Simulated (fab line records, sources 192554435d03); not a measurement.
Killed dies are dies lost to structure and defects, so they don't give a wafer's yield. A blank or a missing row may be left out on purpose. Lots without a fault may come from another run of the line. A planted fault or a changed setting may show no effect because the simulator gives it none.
fab line records | flow n5_finfet
record lots=7 wafers=21
route steps=1938 shown BEOL_M6@1212 BEOL_M7@1267
start_h: hours from the record's first day to the start of the lot's first wafer shown | wait_h: hours since the lot's step before | " the same as in the row above | L1.1+2: a row that stands for several wafers | - no value, or no start given | * or withheld: withheld | < > ~ a bound
route shown NAME@n: a module of which the file shows steps, and the number in the route of the first | usual: mean/standard deviation of fault-free wafers | same: alike in all rows | chamber/n: place in a boat | sites: the reading at each site | _std_site: their standard deviation | _edge_site: outer sites' mean less inner sites' | radius_mm: how far each site lies from the wafer's centre | mask NAME#n: copy n | behind: the tool/chamber that last shaped the wafer | hold: why the lot was held/for how many hours/how that ended | device: the transistor (n, p or np) that didn't switch | end of line: the same wafers' tests at the end of the route | a step without rows: its recipe alone | killed: dies lost to structure and defects at the first sort, not the wafer's yield | map: a wafer's dies, x killed, . not, _ none there
set.NAME: the setting as run; set.NAME@STEP: as run at that earlier step | model.NAME: the simulator's own value behind a step, which no gauge read
lots whose settings were changed on purpose; a table a step, a row a wafer
## steps
# step N5_BEOL_M6_ETCH_62
# recipe chemistry=N2/H2 target=SOC target_depth_a=1100 overetch_a=220 mask_material=SiARC temp_c=40 time_s=165 ion_energy_ev=200 pressure_mtorr=30 source_w=840 bias_w=150 n2_flow_sccm=200 h2_flow_sccm=200
# columns lot.wafer tool chamber start_h wait_h set.time_s model.SiARC_of_BEOL_M6_COAT_60.thk_nm
L075.1 rie_diel-05 2 178.35 0.0 197.5 27.2
L075.5 " 0 " " 197.5 27.6
L075.6 " 1 " " 165 28.4
L078.3 rie_diel-02 3 208.54 0.0 165 28.4
L078.5+6 " 0,1 " " 165 28
L079.2+4+6 rie_diel-02 3,1,3 210.96 0.0 165 28.4
L085.1 rie_diel-02 3 247.25 0.0 165 28.4
L085.2 " 0 " " 165 28
L085.3 " 1 " " 148.8 28.8
L091.3+5 rie_diel-05 1,2 288.92 0.0 165 28.4
L091.4 " 0 " " 138.2 29.6
L093.3 rie_diel-05 3 300.53 0.0 165 28.4
L093.4+5 " 0,1 " " 165 28.6
L092.2 rie_diel-05 3 306.52 0.0 165 28.6
L092.3 " 2 " " 165 28.4
L092.5 " 0 " " 165 28.8
# step N5_BEOL_M6_EXPOSE_25
# recipe mask_id=V5 na=0.33 source_shape=annular sigma_inner=0.4 sigma_outer=0.8 polarization=unpolarized target_cd_nm=40 dose_mj=45
# columns lot.wafer tool chamber start_h wait_h mask set.dose_mj
L075.1+6 euv_scanner-02 0 181.02 - V5#0 42.64
L075.5 " 0 " " V5#0 45
L078.3+6 euv_scanner-02 0 209.25 - V5#0 45
L078.5 " 0 " " V5#0 46.68
L079.2+6 euv_scanner-02 0 211.81 - V5#0 47.81
L079.4 " 0 " " V5#0 45
L085.1 euv_scanner-02 0 248.65 - V5#0 45
L085.2+3 " 0 " " V5#0 46.11
L091.3 euv_scanner-02 0 290.31 - V5#0 45
L091.4+5 " 0 " " V5#0 46.45
L093.3+5 euv_scanner-02 0 301.32 - V5#0 41.8
L093.4 " 0 " " V5#0 45
L092.2+3+5 euv_scanner-02 0 307.09 - V5#0 45
# step N5_BEOL_M6_PEB_26
# recipe peb_temp_c=100 peb_time_s=60 resist=CAR-EUV
# step N5_BEOL_M6_DEVELOP_27
# recipe develop_time_s=30 developer=TMAH resist=CAR-EUV rinse_liquid=surfactant_rinse dry=air_spin dev_temp_c=23
# step N5_BEOL_M6_CD_MEAS_28
# recipe target_cd_nm=40 landing_energy_ev=500 detector=se_inlens
# usual cd_nm=40.01/0.23
# columns lot.wafer tool chamber start_h wait_h set.dose_mj@BEOL_M6_EXPOSE_25 cd_nm
L075.1 cd_sem-02 0 181.15 - 42.64 38.66
L075.5 " 0 " " 45 40.12
L075.6 " 0 " " 42.64 38.53
L078.3 cd_sem-03 0 209.37 - 45 39.80
L078.5 " 0 " " 46.68 40.50
L078.6 " 0 " " 45 39.95
L079.2 cd_sem-02 0 211.94 - 47.81 41.59
L079.4 " 0 " " 45 39.61
L079.6 " 0 " " 47.81 41.36
L085.1 cd_sem-03 0 248.79 - 45 40.48
L085.2 " 0 " " 46.11 40.66
L085.3 " 0 " " 46.11 40.53
L091.3 cd_sem-02 0 290.43 - 45 39.91
L091.4 " 0 " " 46.45 40.98
L091.5 " 0 " " 46.45 40.72
L093.3 cd_sem-02 0 301.44 - 41.8 38.38
L093.4 " 0 " " 45 39.94
L093.5 " 0 " " 41.8 37.88
L092.2 cd_sem-01 0 307.22 - 45 39.46
L092.3 " 0 " " 45 39.93
L092.5 " 0 " " 45 40.11
# step N5_BEOL_M6_DESCUM_33
# recipe chemistry=O2 time_s=7 source_power_w=50 bias_power_w=20 pressure_mtorr=20 rf_frequency_hz=2.712e+07 temp_c=40 resist=CAR-EUV o2_flow_sccm=225
# columns lot.wafer tool chamber start_h wait_h set.dose_mj@BEOL_M6_EXPOSE_25 model.BEOL_M6.cd_nm
L075.1+6 rie_diel-06 0,1 181.41 0.2 42.64 38.8
L075.5 " 0 " " 45 40.4
L078.3+6 rie_diel-05 0 209.50 0.0 45 39.6
L078.5 " 1 " " 46.68 40.4
L079.2 rie_diel-02 3 212.74 0.7 47.81 41.6
L079.4 " 3 " " 45 40
L079.6 " 0 " " 47.81 41.4
L085.1 rie_diel-02 0 248.91 0.0 45 40
L085.2+3 " 3,2 " " 46.11 40.6
L091.3 rie_diel-02 3 290.55 0.0 45 40
L091.4+5 " 0,2 " " 46.45 40.8
L093.3+5 rie_diel-05 2 301.56 0.0 41.8 38.4
L093.4 " 1 " " 45 39.8
L092.2+3 rie_diel-02 2,0 307.42 0.1 45 39.8
L092.5 " 2 " " 45 40
# step N5_BEOL_M6_ETCH_72
# recipe chemistry=N2/H2 target=underlayer target_depth_a=65 mask_material=CAR-EUV time_s=5.2 ion_energy_ev=200 pressure_mtorr=30 source_w=840 bias_w=150 n2_flow_sccm=200 h2_flow_sccm=200 ends=cleared
# columns lot.wafer tool chamber start_h wait_h set.dose_mj@BEOL_M6_EXPOSE_25 model.BEOL_M6.cd_nm
L075.1+6 rie_diel-06 0,1 181.44 0.0 42.64 38.8
L075.5 " 0 " " 45 40.4
L078.3+6 rie_diel-05 0 209.53 0.0 45 39.6
L078.5 " 1 " " 46.68 40.4
L079.2 rie_diel-02 3 212.77 0.0 47.81 41.6
L079.4 " 3 " " 45 40
L079.6 " 0 " " 47.81 41.4
L085.1 rie_diel-02 0 248.95 0.0 45 40
L085.2 " 3 " " 46.11 40.6
L085.3 " 2 " " 46.11 40.8
L091.3 rie_diel-02 3 290.59 0.0 45 40
L091.4 " 0 " " 46.45 40.8
L091.5 " 2 " " 46.45 40.6
L093.3+5 rie_diel-05 2 301.60 0.0 41.8 38.4
L093.4 " 1 " " 45 39.8
L092.2+3 rie_diel-02 2,0 307.46 0.0 45 39.8
L092.5 " 2 " " 45 40
# step N5_BEOL_M6_ETCH_65
# recipe chemistry=CF4 target=SiARC target_depth_a=156 mask_material=CAR-EUV time_s=26 ion_energy_ev=80 pressure_mtorr=40 source_w=545 bias_w=36 Ar_flow_sccm=100 cf4_flow_sccm=100 ends=cleared
# step N5_BEOL_M6_ETCH_66
# recipe chemistry=N2/H2 target=SOC target_depth_a=800 overetch_a=160 mask_material=SiARC temp_c=40 time_s=120 ion_energy_ev=200 pressure_mtorr=30 source_w=840 bias_w=150 n2_flow_sccm=200 h2_flow_sccm=200
# columns lot.wafer tool chamber start_h wait_h set.dose_mj@BEOL_M6_EXPOSE_25 model.BEOL_M6.cd_nm
L075.1 rie_diel-06 0 181.49 0.0 42.64 38.8
L075.5 " 0 " " 45 40.2
L075.6 " 1 " " 42.64 39
L078.3+6 rie_diel-05 0 209.58 0.0 45 39.6
L078.5 " 1 " " 46.68 40.6
L079.2 rie_diel-02 3 212.82 0.0 47.81 41.6
L079.4 " 3 " " 45 40.2
L079.6 " 0 " " 47.81 41.8
L085.1 rie_diel-02 0 248.99 0.0 45 40.4
L085.2 " 3 " " 46.11 40.6
L085.3 " 2 " " 46.11 41
L091.3 rie_diel-02 3 290.63 0.0 45 39.8
L091.4 " 0 " " 46.45 40.8
L091.5 " 2 " " 46.45 40.6
L093.3+5 rie_diel-05 2 301.64 0.0 41.8 38.4
L093.4 " 1 " " 45 40.2
L092.2 rie_diel-02 2 307.50 0.0 45 39.8
L092.3 " 0 " " 45 40.2
L092.5 " 2 " " 45 40
# step N5_BEOL_M6_STRIP_69
# recipe chemistry=N2/H2 temp_c=40 n2_flow_sccm=200 h2_flow_sccm=200 rf_frequency_hz=6e+07
# step N5_BEOL_M6_STRIP_73
# recipe chemistry=N2/H2 temp_c=40 n2_flow_sccm=200 h2_flow_sccm=200 rf_frequency_hz=6e+07
# step N5_BEOL_M6_STRIP_76
# recipe chemistry=C4F6/O2 resist=SiARC rf_frequency_hz=6e+07
# step N5_BEOL_M6_STRIP_36
# recipe chemistry=N2/H2 power_w=450 temp_c=40 pressure_mtorr=20 rf_frequency_hz=6e+07 overash_fraction=0.3 bias_power_w=7 h2_frac=0.5 n2_flow_sccm=200 h2_flow_sccm=200
# step N5_BEOL_M6_TRENCH_ETCH_37
# recipe chemistry=C4F6/O2 target_depth_a=944.35 target=SiCOH_lowk time_s=31.5 ion_energy_ev=250 pressure_mtorr=30 source_w=345 bias_w=185 Ar_flow_sccm=300 C4F6_flow_sccm=10 O2_flow_sccm=10
# columns lot.wafer tool chamber start_h wait_h set.target_thk_a@BEOL_M6_HM_DEP_02 model.TiN_of_BEOL_M6_HM_DEP_02.thk_nm
L075.1 rie_diel-06 0 - - 200 17.4
L075.5 " 0 " " 220.2 19.4
L075.6 " 1 " " 220.2 19.6
L078.3+6 rie_diel-05 0 - - 200 17.6
L078.5 " 1 " " 200 17.4
L079.2 rie_diel-02 3 - - 200 17.8
L079.4 " 3 " " 200 17.4
L079.6 " 0 " " 200 17.2
L085.1 rie_diel-02 0 - - 223.1 19.6
L085.2 " 3 " " 200 17.6
L085.3 " 2 " " 223.1 19.4
L091.3 rie_diel-02 3 - - 200 17.6
L091.4+5 " 0,2 " " 200 17.4
L093.3+5 rie_diel-05 2 - - 200 17.8
L093.4 " 1 " " 200 18
L092.2+5 rie_diel-02 2 - - 200 17.4
L092.3 " 0 " " 200 17.2
# step N5_BEOL_M7_HM_DEP_02
# recipe material=TiN target_thk_a=200 temp_c=25 chamber_pressure_pa=0.49996
# columns lot.wafer tool chamber start_h wait_h set.target_thk_a model.TiN_of_BEOL_M7_HM_DEP_02.thk_nm
L075.1 pvd_sputter-02 - 185.37 0.5 200 20
L075.5+6 " - " " 218.1 22
L078.3 pvd_sputter-01 - 214.71 0.4 200 20
L078.5 " - " " 200 19.8
L078.6 " - " " 216.3 21.4
L079.2 pvd_sputter-02 - 216.38 0.2 212.3 20.8
L079.4 " - " " 212.3 21
L079.6 " - " " 200 19.6
L085.1 pvd_sputter-03 - 255.22 2.0 200 20.2
L085.2 " - " " 200 20
L085.3 " - " " 200 20.4
L091.3+5 pvd_sputter-02 - 297.57 1.6 200 19.8
L091.4 " - " " 180.5 18.2
L093.3 pvd_sputter-02 - 307.53 2.2 200 20.4
L093.4+5 " - " " 200 20
L092.2+3 pvd_sputter-02 - 312.00 0.0 200 20
L092.5 " - " " 200 19.8
## key
split step=N5_BEOL_M6_ETCH_62 setting=time_s stated=165 by=wafer
response step=N5_BEOL_M6_ETCH_62 reading=model.SiARC_of_BEOL_M6_COAT_60.thk_nm change=-0.0603 per=1% r=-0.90
split step=N5_BEOL_M6_EXPOSE_25 setting=dose_mj stated=45 by=wafer
response step=N5_BEOL_M6_CD_MEAS_28 reading=cd_nm change=+0.259 per=1% r=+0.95
response step=N5_BEOL_M6_DESCUM_33 reading=model.BEOL_M6.cd_nm change=+0.236 per=1% r=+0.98
response step=N5_BEOL_M6_ETCH_72 reading=model.BEOL_M6.cd_nm change=+0.235 per=1% r=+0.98
response step=N5_BEOL_M6_ETCH_66 reading=model.BEOL_M6.cd_nm change=+0.248 per=1% r=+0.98
split step=N5_BEOL_M7_HM_DEP_02 setting=target_thk_a stated=200 by=wafer
response step=N5_BEOL_M7_HM_DEP_02 reading=model.TiN_of_BEOL_M7_HM_DEP_02.thk_nm change=+0.192 per=1% r=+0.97
split outside_this_file step=N5_BEOL_M6_HM_DEP_02 setting=target_thk_a
# split outside_this_file: this setting was split too, and the file shows its column; the key of that split is in another file
